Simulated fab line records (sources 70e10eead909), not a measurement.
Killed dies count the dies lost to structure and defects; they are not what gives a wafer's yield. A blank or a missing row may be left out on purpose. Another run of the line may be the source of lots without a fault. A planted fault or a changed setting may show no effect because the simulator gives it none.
Chamber matching ; flow nand-harc ; NHARC_A_STAIRCASE_CMP_152 on cmp-02 has 4 sister chambers
The step polishes. 16 wafers are shown with their chamber, then 8 later ones without.

## WAFERS WITH THEIR CHAMBER
wafer;chamber;motor-current-A (A)
L205.1;0;13.2
L205.2;3;10.2
L205.6;2;12.9
L209.2;0;13.7
L209.3;3;10.2
L209.6;2;13.2
L212.1;0;13.0
L212.3;1;12.3
L212.6;1;12.2
L216.3;3;10.2
L216.5;1;12.6
L216.6;2;12.7
L220.1;3;10.3
L220.3;1;13.0
L220.4;0;13.9
L223.1;0;13.2

SIGNATURES, as means of the wafers listed above
reading;chamber 0;chamber 1;chamber 2;chamber 3;scatter within a chamber
motor-current-A;13.400;12.525;12.933;10.225;0.303
Rule: distance of a wafer from a chamber = root of the sum over the readings of ((wafer's reading minus chamber's mean) / reading's scatter) squared. The wafer belongs to the nearest chamber; if the next one is less than 2 further off, it can't be placed. The scatter is the square root of a quotient: the sum, over the shown wafers, of each reading's squared deviation from its chamber's mean, divided by wafers minus chambers.

## WAFERS WHOSE CHAMBER IS MISSING
wafer;motor-current-A (A)
L223.5;12.8
L223.6;12.8
L226.1;10.4
L226.4;13.6
L226.5;12.6
L227.1;10.7
L227.3;12.5
L227.4;12.7

## THE CHAMBER EACH PASSED THROUGH
wafer;from the rows above;in truth
L223.5;can't be placed: 2 or 1 or 0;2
L223.6;can't be placed: 2 or 1 or 0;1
L226.1;3;3
L226.4;can't be placed: 0 or 2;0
L226.5;can't be placed: 1 or 2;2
L227.1;3;3
L227.3;can't be placed: 1 or 2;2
L227.4;can't be placed: 1 or 2 or 0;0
2 of 8 placed correctly. These rows do not allow placing 6 (true chamber among the candidates in 6). Placed wrongly: 0.
